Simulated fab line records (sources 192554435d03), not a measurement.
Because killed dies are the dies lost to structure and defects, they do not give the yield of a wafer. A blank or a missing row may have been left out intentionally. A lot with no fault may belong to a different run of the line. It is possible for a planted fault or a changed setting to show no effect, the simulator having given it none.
fab line records	flow n5_finfet
record lots=10	wafers=30	last_day=18
route steps=1938 shown BEOL_M1@776 BEOL_M4@1111 PASSIVATION@1936
lots untouched by any fault: they come from a run of this same line in which no faults occurred
start_h: hours from the record's first day to the start of the lot's first wafer shown	wait_h: hours from the lot's prior step to this one	" as in the row above	L1.1+2: a row that stands for several wafers	- either no value or no given start	* or withheld: withheld	< > ~ a bound
route shown NAME@n: NAME is a module with steps in the file, n the number in the route of the first one	usual: mean/standard deviation taken from wafers without a fault	same: alike in all rows	chamber/n: place in a boat	sites: the reading at each site	_std_site: how widely they spread, as a standard deviation	_edge_site: the outer-site mean with the inner-site mean subtracted	radius_mm: for every site, how far away it sits from the centre of the wafer	mask NAME#n: copy n	behind: tool/chamber where the wafer was last shaped	hold: what put the lot on hold/how long, in hours/how the hold closed	device: the n, p or np transistor that did not switch	end of line: the route-end tests of the same wafers	where a step has no rows: the recipe by itself	killed: at the first sort, the dies lost to defects and structure; wafer yield is something else	map: dies across one wafer; x = killed, . = not, _ = none there
set.NAME: the run value of the setting; set.NAME@STEP: its run value at that earlier step	model.NAME: the simulator's own value behind a step, which no gauge read
one table for each step of the route and one row for each wafer, over a sample of lots
services: a tool's chamber out of use, with start hour (start_h, from the record's first day; less than 0 if before it), hours out, and reason
## steps
# step N5_BEOL_M1_CD_MEAS_18
# recipe pitch_nm=36	target_cd_nm=18
# usual cd_nm=18.0/0.34
lot.wafer	tool	chamber	start_h	wait_h	cd_nm
L621.1	cd_sem-03	-	124.73	0.0	17.9
L621.4	"	-	"	"	17.7
L621.6	"	-	"	"	18.1
L622.3	cd_sem-01	-	130.67	0.1	18.4
L622.4	"	-	"	"	18.1
L622.5	"	-	"	"	17.8
L623.3	cd_sem-01	-	136.33	0.1	17.3
L623.4	"	-	"	"	17.6
L623.6	"	-	"	"	17.9
L627.1	cd_sem-01	-	159.63	0.0	17.7
L627.3	"	-	"	"	17.8
L627.6	"	-	"	"	17.9
L628.2	cd_sem-01	-	168.81	0.1	18.5
L628.4	"	-	"	"	17.8
L628.6	"	-	"	"	18.1
L630.1	cd_sem-02	-	176.28	0.0	17.8
L630.4	"	-	"	"	17.7
L630.5	"	-	"	"	18.0
L629.1	cd_sem-02	-	181.43	0.0	18.5
L629.2	"	-	"	"	18.3
L629.6	"	-	"	"	18.6
L632.2	cd_sem-02	-	185.90	0.1	18.1
L632.4	"	-	"	"	18.4
L632.5	"	-	"	"	17.8
L639.3	cd_sem-01	-	239.55	0.1	18.1
L639.5	"	-	"	"	18.3
L639.6	"	-	"	"	17.5
L641.1	cd_sem-01	-	246.22	0.0	18.4
L641.4	"	-	"	"	18.1
L641.6	"	-	"	"	17.8
# step N5_BEOL_M1_EXPOSE_25
# recipe mask_id=V0	na=0.33	source_shape=quasar	sigma_inner=0.2	sigma_outer=0.8	polarization=unpolarized	defocus_nm=5	target_cd_nm=24	dose_mj=63
lot.wafer	tool	chamber	start_h	wait_h	mask
L621.1+4+6	euv_scanner-01	0	125.03	-	V0#0
L622.3+4+5	euv_scanner-01	0	130.86	-	V0#0
L623.3+4+6	euv_scanner-01	0	136.52	-	V0#0
L627.1+3+6	euv_scanner-01	0	159.93	-	V0#0
L628.2+4+6	euv_scanner-01	0	168.99	-	V0#0
L630.1+4+5	euv_scanner-02	0	176.58	-	V0#0
L629.1+2+6	euv_scanner-01	0	181.73	-	V0#0
L632.2+4+5	euv_scanner-02	0	186.21	-	V0#0
L639.3+5+6	euv_scanner-02	0	239.74	-	V0#0
L641.1+4+6	euv_scanner-02	0	246.39	-	V0#0
# step N5_BEOL_M1_OVL_MEAS_29
# recipe points_per_wafer=522
# usual V0_OVL=0.1/0.67
lot.wafer	tool	chamber	start_h	wait_h	V0_OVL[nm]
L621.1	overlay-01	0	125.21	0.0	-0.8
L621.4	"	0	"	"	0.2
L621.6	"	0	"	"	0.7
L622.3	overlay-01	0	131.03	0.0	-0.6
L622.4	"	0	"	"	-0.5
L622.5	"	0	"	"	-0.2
L623.3	overlay-02	0	136.69	0.0	1.1
L623.4	"	0	"	"	1.2
L623.6	"	0	"	"	0.3
L627.1	overlay-02	0	160.11	0.0	10.6
L627.3	"	0	"	"	11.7
L627.6	"	0	"	"	11.7
L628.2	overlay-01	0	169.17	0.0	11.2
L628.4	"	0	"	"	12.0
L628.6	"	0	"	"	11.0
L630.1	overlay-01	0	176.75	0.0	-1.0
L630.4	"	0	"	"	-0.6
L630.5	"	0	"	"	-0.9
L629.1	overlay-02	0	181.91	0.0	11.6
L629.2	"	0	"	"	11.6
L629.6	"	0	"	"	10.6
L632.2	overlay-01	0	186.38	0.0	0.3
L632.4	"	0	"	"	-0.7
L632.5	"	0	"	"	0.0
L639.3	overlay-01	0	239.91	0.0	0.8
L639.5	"	0	"	"	-0.6
L639.6	"	0	"	"	-1.1
L641.1	overlay-02	0	246.57	0.0	0.5
L641.4	"	0	"	"	0.4
L641.6	"	0	"	"	0.6
# step N5_BEOL_M1_ETCH_69
# recipe chemistry=CF4	target=SiARC	target_depth_a=156	mask_material=CAR-EUV	time_s=26	ion_energy_ev=80	pressure_mtorr=40	source_w=545	bias_w=36	Ar_flow_sccm=100	cf4_flow_sccm=100	ends=cleared
# usual drypump_motor_current_A=6.0/0.66	etch_rf_on_time_s=26.4/0.7	oes_product_au=0.67/0.051	rf_fwd_power_W=531.8/2.1	rf_vpp_V=183.8/1.1	showerhead_plenum_p_Torr=2.12/0.048	throttle_valve_pct=15.49/0.2
lot.wafer	tool	chamber	start_h	wait_h	drypump_motor_current_A	etch_rf_on_time_s	oes_product_au	rf_fwd_power_W	rf_hours_counter_h	rf_vpp_V	showerhead_plenum_p_Torr	throttle_valve_pct
L621.1	rie_diel-03	3	125.49	0.0	6.4	25.5	0.64	529.9	189	184.3	2.12	15.63
L621.4	"	1	"	"	5.3	26.1	0.74	533.5	28	185.6	2.18	15.09
L621.6	"	0	"	"	6.4	27.7	0.69	533.9	-	185.3	2.15	15.32
L622.3	rie_diel-01	2	131.16	0.0	5.2	27.1	0.62	530.2	144	184.7	2.15	15.35
L622.4	"	0	"	"	5.6	25.4	0.70	534.0	107	184.3	2.18	15.73
L622.5	"	3	"	"	6.4	26.2	0.76	534.5	-	182.4	2.11	15.49
L623.3	rie_diel-01	2	136.82	0.0	5.2	26.7	0.62	531.5	146	184.1	2.15	15.34
L623.4	"	1	"	"	4.9	26.5	0.61	534.9	185	183.9	2.05	15.64
L623.6	"	3	"	"	6.4	26.1	0.76	531.9	-	183.0	2.11	15.50
L627.1	rie_diel-03	1	160.25	0.0	5.3	25.9	0.74	530.8	38	184.5	2.18	15.11
L627.3	"	2	"	"	6.6	26.1	0.65	531.3	168	182.6	2.05	15.68
L627.6	"	0	"	"	6.4	27.9	0.67	530.2	-	183.2	2.15	15.35
L628.2	rie_diel-04	3	169.31	0.0	6.8	26.3	0.72	530.7	57	182.4	2.10	15.50
L628.4	"	2	"	"	6.5	26.6	0.77	530.6	-	184.6	2.09	15.18
L628.6	"	3	"	"	6.8	26.3	0.71	531.4	-	182.9	2.10	15.47
L630.1	rie_diel-01	2	176.93	0.0	5.2	27.0	0.61	533.4	159	183.1	2.15	15.38
L630.4	"	3	"	"	6.4	26.3	0.74	530.2	40	182.3	2.11	15.54
L630.5	"	1	"	"	4.9	27.0	0.60	533.6	-	183.0	2.04	15.67
L629.1	rie_diel-01	1	182.05	0.0	4.9	26.7	0.60	529.8	198	183.4	2.04	15.68
L629.2	"	3	"	"	6.4	26.0	0.75	529.4	42	184.1	2.11	15.53
L629.6	"	3	"	"	6.5	26.1	0.75	528.4	-	183.0	2.11	15.52
L632.2	rie_diel-03	0	186.53	0.0	6.4	27.9	0.67	531.0	91	185.9	2.15	15.38
L632.4	"	2	"	"	6.6	26.1	0.65	532.7	175	184.8	2.05	15.72
L632.5	"	3	"	"	6.4	25.8	0.62	530.7	-	183.7	2.11	15.65
L639.3	rie_diel-04	3	240.04	0.0	6.7	26.1	0.69	533.6	78	183.8	2.09	15.52
L639.5	"	3	"	"	6.7	25.8	0.69	531.5	-	183.4	2.09	15.53
L639.6	"	0	"	"	5.4	26.8	0.60	530.6	-	183.5	2.19	15.54
L641.1	rie_diel-03	1	246.73	0.0	5.3	26.3	0.71	533.9	62	185.6	2.17	15.15
L641.4	"	0	"	"	6.4	27.5	0.66	532.2	107	183.8	2.14	15.41
L641.6	"	3	"	"	6.5	25.6	0.62	531.1	-	184.0	2.11	15.70
# step N5_BEOL_M1_ALD_98
# recipe material=SiO2	target_thk_a=25	temp_c=100	ald_precursor_family=BDEAS	ald_co_reactant=O2-plasma	pulse_time_s=1	co_reactant_pulse_time_s=1	purge_time_s=2	co_reactant_purge_time_s=2	ald_cycles=17	pressure_torr=2
# usual heater_power_w=79/7.8	precursor_pulse_height_rel=0.999/0.02
# same ald_cycles=17
lot.wafer	tool	chamber	start_h	wait_h	heater_power_w	precursor_pulse_height_rel	since_wet_clean_h
L621.1	ald_sin-01	2	125.57	0.1	85	1.019	118
L621.4	"	0	"	"	89	1.001	-
L621.6	"	1	"	"	69	0.967	-
L622.3	ald_sin-04	0	131.47	0.3	67	1.008	31
L622.4	"	1	"	"	79	1.025	31
L622.5	"	3	"	"	89	0.992	-
L623.3	ald_sin-04	1	136.91	0.1	81	0.994	36
L623.4	"	3	"	"	89	1.021	-
L623.6	"	1	"	"	80	0.997	-
L627.1	ald_sin-01	1	160.33	0.1	66	1.015	153
L627.3	"	0	"	"	87	0.968	153
L627.6	"	0	"	"	88	0.995	-
L628.2	ald_sin-04	3	169.44	0.1	89	1.038	69
L628.4	"	0	"	"	66	1.003	69
L628.6	"	1	"	"	82	0.979	-
L630.1	ald_sin-02	1	177.11	0.1	78	1.012	274
L630.4	"	3	"	"	68	1.017	274
L630.5	"	1	"	"	79	1.004	-
L629.1	ald_sin-01	0	182.13	0.1	90	0.994	174
L629.2	"	2	"	"	85	1.024	174
L629.6	"	1	"	"	67	1.010	-
L632.2	ald_sin-02	3	186.66	0.1	67	1.003	283
L632.4	"	0	"	"	81	1.022	283
L632.5	"	3	"	"	68	0.998	-
L639.3	ald_sin-04	3	240.13	0.1	89	0.992	139
L639.5	"	3	"	"	90	0.983	-
L639.6	"	2	"	"	79	0.988	-
L641.1	ald_sin-04	0	246.81	0.1	66	0.996	146
L641.4	"	1	"	"	80	0.991	146
L641.6	"	1	"	"	83	0.965	-
# step N5_BEOL_M4_RC_MEAS_101
# usual DIBL_N=36.3/2	DIBL_P=36.3/2.4	IOFF_N=0.16/0.034	IOFF_P=0.21/0.035	ION_N=672/12	ION_P=459/6.5	SS_N=71.6/0.67	SS_P=73.3/0.71	VT_N=250/3.5	VT_P=-251/3
lot.wafer	tool	chamber	start_h	wait_h	DIBL_N[mV/V]	DIBL_P[mV/V]	IOFF_N[nA/um]	IOFF_P[nA/um]	ION_N[uA/um]	ION_P[uA/um]	SS_N[mV/dec]	SS_P[mV/dec]	VT_N[mV]	VT_P[mV]
L621.1	prober-02	0	168.43	0.0	35.2	33.4	0.12	0.18	658	453	71.4	72.0	252	-254
L621.4	"	0	"	"	37.8	36.8	0.17	0.23	676	464	71.9	73.4	248	-248
L621.6	"	0	"	"	35.8	34.4	0.14	0.19	672	459	71.5	72.6	252	-250
L622.3	prober-01	0	171.06	0.3	35.5	35.7	0.15	0.20	662	458	71.6	73.3	250	-251
L622.4	"	0	"	"	35.7	35.9	0.15	0.21	661	459	71.4	72.8	254	-251
L622.5	"	0	"	"	34.9	34.7	0.13	0.19	655	450	71.9	72.6	251	-251
L623.3	prober-02	0	175.68	0.3	32.6	31.7	0.10	0.15	651	456	70.0	72.0	259	-256
L623.4	"	0	"	"	32.3	31.6	0.10	0.15	653	453	69.8	71.8	256	-253
L623.6	"	0	"	"	32.3	31.5	0.10	0.15	664	456	70.1	72.1	257	-254
L627.1	prober-01	0	200.49	0.0	34.8	35.7	0.14	0.19	674	460	71.6	72.7	251	-250
L627.3	"	0	"	"	36.4	37.8	0.16	0.22	675	467	71.6	73.9	249	-249
L627.6	"	0	"	"	36.4	36.9	0.17	0.21	680	458	70.6	73.1	247	-251
L628.2	prober-02	0	219.97	0.2	31.6	31.6	0.11	0.16	650	451	71.4	72.7	258	-253
L628.4	"	0	"	"	33.2	33.4	0.13	0.18	660	457	70.7	72.2	252	-251
L628.6	"	0	"	"	33.5	34.0	0.14	0.20	668	458	71.6	73.1	251	-248
L630.1	prober-02	0	242.48	0.0	36.2	34.9	0.14	0.16	668	452	71.8	73.0	253	-257
L630.4	"	0	"	"	40.1	40.8	0.23	0.26	681	462	72.4	73.9	245	-251
L630.5	"	0	"	"	39.7	37.9	0.20	0.21	677	453	73.6	73.3	252	-252
L629.1	prober-02	0	253.69	0.0	36.3	35.8	0.16	0.24	670	465	72.2	72.4	252	-246
L629.2	"	0	"	"	34.7	33.7	0.13	0.20	658	463	71.6	72.2	251	-250
L629.6	"	0	"	"	33.9	32.3	0.11	0.17	627	450	72.0	72.4	259	-250
L632.2	prober-01	0	255.75	0.2	36.1	37.2	0.15	0.21	664	455	71.5	73.3	249	-251
L632.4	"	0	"	"	35.3	36.9	0.16	0.21	692	476	71.4	73.0	247	-251
L632.5	"	0	"	"	37.2	38.8	0.19	0.23	683	462	72.4	73.6	246	-249
L641.1	prober-02	0	296.20	0.0	36.1	35.6	0.18	0.19	695	465	71.7	73.0	246	-253
L641.4	"	0	"	"	35.3	35.6	0.17	0.19	681	459	71.2	72.9	247	-252
L641.6	"	0	"	"	33.6	32.8	0.13	0.15	672	451	71.2	72.8	252	-256
L639.3	prober-02	0	319.02	0.3	37.0	38.8	0.20	0.25	682	462	71.8	74.3	247	-248
L639.5	"	0	"	"	34.8	34.8	0.15	0.19	666	454	71.2	74.1	249	-252
L639.6	"	0	"	"	38.7	38.5	0.24	0.24	676	458	72.4	74.0	244	-249
# step N5_PASSIVATION_PROBE_49
# usual defect_limited_yield=91.4/1.5	killed_at_M0_to_M3=33/11	killed_at_M4_up=14/5.3	killed_at_contacts=13/6.2	killed_at_front_end=39/13	killed_at_other=3.1/2.8	killed_dies=102/17	killed_on_rim=13/3.8	killed_open=68/13	killed_short=32/7.8	sort_bin_4_leakage=0.00/0.007	sort_bin_5_function=5.1/0.95	sort_bin_6_memory=3.2/0.7	sort_bin_8_speed=0.02/0.16	sort_n_pass=1078/18	sort_yield_pct=91.3/1.5
# same gross_dies=1180	killed_at_back_side=0
lot.wafer	tool	chamber	start_h	wait_h	defect_limited_yield[%]	killed_at_M0_to_M3	killed_at_M4_up	killed_at_contacts	killed_at_front_end	killed_at_other	killed_dies	killed_on_rim	killed_open	killed_short	sort_bin_4_leakage[%]	sort_bin_5_function[%]	sort_bin_6_memory[%]	sort_bin_8_speed[%]	sort_n_pass	sort_yield_pct[%]
L627.1	prober-01	-	336.63	0.3	0.2	1107	23	5	41	2	1178	152	67	34	0	50.7	3.4	0	2	0.2
L627.3	prober-01	-	336.73	0.4	0	1103	16	8	52	1	1180	152	68	38	0	51.1	3.1	0	0	0
L627.6	prober-01	-	336.88	0.5	0.1	1105	19	12	41	2	1179	152	77	32	0	51.6	4.2	0	1	0.1
L632.2	prober-02	-	359.19	0.1	90.8	30	12	19	41	7	109	14	74	34	0	5.1	4.0	0	1071	90.8
L632.4	prober-02	-	359.29	0.2	91.6	16	13	18	49	3	99	12	65	31	0	5.7	2.2	0	1081	91.6
L632.5	prober-02	-	359.34	0.2	92.5	17	13	23	36	0	89	10	67	21	0	4.4	3.0	0	1091	92.5
L641.1	prober-01	-	404.50	0.0	92.5	44	9	9	26	1	89	13	65	24	0	4.4	3.0	0	1091	92.5
L641.4	prober-01	-	404.65	0.2	90.3	36	20	19	37	3	115	16	73	42	0	5.9	3.5	0	1065	90.3
L641.6	prober-01	-	404.75	0.3	95.0	20	10	12	16	1	59	6	35	24	0	2.6	2.3	0	1121	95.0
L639.3	prober-02	-	425.66	0.1	92.5	38	14	8	26	2	88	13	53	33	0	5.3	1.9	0	1092	92.5
L639.5	prober-02	-	425.76	0.2	89.2	56	11	15	37	9	128	20	80	47	0	5.8	4.4	0	1052	89.2
L639.6	prober-02	-	425.81	0.3	92.1	38	11	11	31	2	93	14	52	35	0	4.7	2.9	0	1087	92.1
# killed by level:class
L627.1 BEOL_M1:overlay=1077 FIN_SAQP:geometric_particle:open=16 BEOL_M3:geometric_particle:open=11 BEOL_M4:geometric_particle:open=10 FIN_SAQP:geometric_particle:short=9 BEOL_M0_SAQP:geometric_particle:short=8 MOL_CONTACT_COAG:geometric_particle:open=5 BEOL_M8:geometric_particle:open=5
L627.3 BEOL_M1:overlay=1072 FIN_SAQP:geometric_particle:open=17 STI_FIN_REVEAL:geometric_particle:open=8 BEOL_M0_SAQP:geometric_particle:short=8 FIN_SAQP:geometric_particle:short=7 BEOL_M0_SAQP:geometric_particle:open=7 DUMMY_GATE:geometric_particle:open=6 MOL_CONTACT_COAG:geometric_particle:open=5
L627.6 BEOL_M1:overlay=1070 BEOL_M4:geometric_particle:open=13 FIN_SAQP:geometric_particle:open=10 DUMMY_GATE:geometric_particle:open=8 MOL_CONTACT_COAG:geometric_particle:open=8 BEOL_M2:geometric_particle:open=8 FIN_SAQP:geometric_particle:short=7 BEOL_M0_SAQP:geometric_particle:open=7
L632.2 MOL_CONTACT_COAG:geometric_particle:open=14 BEOL_M2:geometric_particle:open=9 STI_FIN_REVEAL:geometric_particle:open=8 BEOL_M0_SAQP:geometric_particle:short=6 BEOL_M0:geometric_particle:open=6 FIN_SAQP:geometric_particle:short=5 MOL_CONTACT_COAG:geometric_particle:short=5 BEOL_M4:geometric_particle:open=5
L632.4 MOL_CONTACT_COAG:geometric_particle:open=16 STI_FIN_REVEAL:geometric_particle:open=12 FIN_SAQP:geometric_particle:short=9 BEOL_M3:geometric_particle:open=5 DUMMY_GATE:geometric_particle:open=4 BEOL_M4:geometric_particle:open=4 FIN_SAQP:geometric_particle:open=3 FIN_CUT:geometric_particle:open=3
L632.5 MOL_CONTACT_COAG:geometric_particle:open=18 FIN_SAQP:geometric_particle:open=9 BEOL_M3:geometric_particle:open=7 STI_FIN_REVEAL:geometric_particle:open=6 MOL_CONTACT_COAG:geometric_particle:short=5 DUMMY_GATE:geometric_particle:open=4 BEOL_M2:geometric_particle:open=4 GATE_CUT:geometric_particle:open=3
L641.1 BEOL_M0_SAQP:geometric_particle:open=19 BEOL_M0_SAQP:geometric_particle:short=11 MOL_CONTACT_COAG:geometric_particle:open=8 FIN_SAQP:geometric_particle:open=5 DUMMY_GATE:geometric_particle:open=4 BEOL_M2:geometric_particle:open=4 BEOL_M3:geometric_particle:open=4 STARTING-WAFER:geometric_particle:open=4
L641.4 BEOL_M0_SAQP:geometric_particle:short=16 MOL_CONTACT_COAG:geometric_particle:open=15 BEOL_M0_SAQP:geometric_particle:open=13 BEOL_M4:geometric_particle:open=9 FIN_SAQP:geometric_particle:short=7 STI_FIN_REVEAL:geometric_particle:open=7 FIN_SAQP:geometric_particle:open=6 STARTING-WAFER:geometric_particle:open=5
L641.6 MOL_CONTACT_COAG:geometric_particle:open=10 BEOL_M0_SAQP:geometric_particle:open=8 BEOL_M0_SAQP:geometric_particle:short=7 BEOL_M2:geometric_particle:short=4 BEOL_M6:geometric_particle:open=4 FIN_SAQP:geometric_particle:short=3 FIN_SAQP:geometric_particle:open=3 STARTING-WAFER:geometric_particle:short=3
L639.3 BEOL_M0_SAQP:geometric_particle:open=15 BEOL_M4:geometric_particle:open=10 BEOL_M0_SAQP:geometric_particle:short=8 MOL_CONTACT_COAG:geometric_particle:open=5 FIN_SAQP:geometric_particle:short=4 BEOL_M2:geometric_particle:short=4 FIN_SAQP:geometric_particle:open=3 DUMMY_GATE:geometric_particle:short=3
L639.5 BEOL_M0_SAQP:geometric_particle:short=18 BEOL_M0_SAQP:geometric_particle:open=17 MOL_CONTACT_COAG:geometric_particle:open=13 BEOL_M4:geometric_particle:open=7 PASS1_DEP:geometric_particle:short=7 GATE_CUT:geometric_particle:open=6 BEOL_M2:geometric_particle:open=6 BEOL_M3:geometric_particle:short=6
L639.6 BEOL_M0_SAQP:geometric_particle:open=11 MOL_CONTACT_COAG:geometric_particle:open=11 BEOL_M0_SAQP:geometric_particle:short=9 BEOL_M4:geometric_particle:open=7 STARTING-WAFER:geometric_particle:short=6 BEOL_M3:geometric_particle:short=5 FIN_SAQP:geometric_particle:short=4 STI_FIN_REVEAL:geometric_particle:open=4
## services
tool	chamber	start_h	hours	kind
ald_sin-04	0	119.66	9.7	repair
ald_sin-01	3	124.68	14.4	repair
ald_sin-01	2	130.05	33.2	repair
euv_scanner-02	-	134.38	1.0	pm
rie_diel-01	1	136.98	6.2	repair
euv_scanner-01	-	141.66	1.0	pm
ald_sin-04	0	144.09	3.0	repair
rie_diel-01	3	159.74	5.1	repair
euv_scanner-02	-	174.16	1.3	repair
euv_scanner-02	-	190.53	1.0	pm
euv_scanner-02	-	191.78	0.7	repair
rie_diel-01	0	192.03	15.2	repair
ald_sin-04	0	197.08	28.9	repair
ald_sin-01	0	197.52	1.3	repair
euv_scanner-01	-	197.81	1.0	pm
euv_scanner-01	-	199.14	5.8	pm
rie_diel-01	3	199.51	13.7	repair
rie_diel-01	1	203.97	4.9	repair
euv_scanner-02	-	205.96	2.1	repair
ald_sin-01	2	213.45	1.4	repair
ald_sin-04	-	230.93	2.8	pm
rie_diel-01	3	233.71	4.6	repair
euv_scanner-01	-	238.58	12.0	pm
euv_scanner-02	-	244.11	1.1	repair
## key
first_sign step=N5_BEOL_M1_OVL_MEAS_29	reading=V0_OVL	direction=up	sigmas=17	usual=0.1	struck=11.3
effect step=N5_PASSIVATION_PROBE_49	reading=killed_at_M0_to_M3	direction=up	sigmas=98	usual=33	struck=1105
more_kills_born_at N5_BEOL_M1_EXPOSE_25@euv_scanner-01=3219
met_at N5_BEOL_M1_EXPOSE_25
struck_lots L627,L628,L629
rows_end L628.2,L628.4,L628.6,L629.1,L629.2,L629.6
not_acting_at N5_BEOL_M1_CD_MEAS_18,N5_BEOL_M1_ETCH_69,N5_BEOL_M1_ALD_98
onset_between 136.52 159.93
fault kind=scanner_matching_overlay	tool=euv_scanner-01	chamber=-	onset_h=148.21	steps=N5_BEOL_M1_EXPOSE_25	offset=11.374
# rows_end: these wafers met a further fault down the route, and their rows from its step on are left out
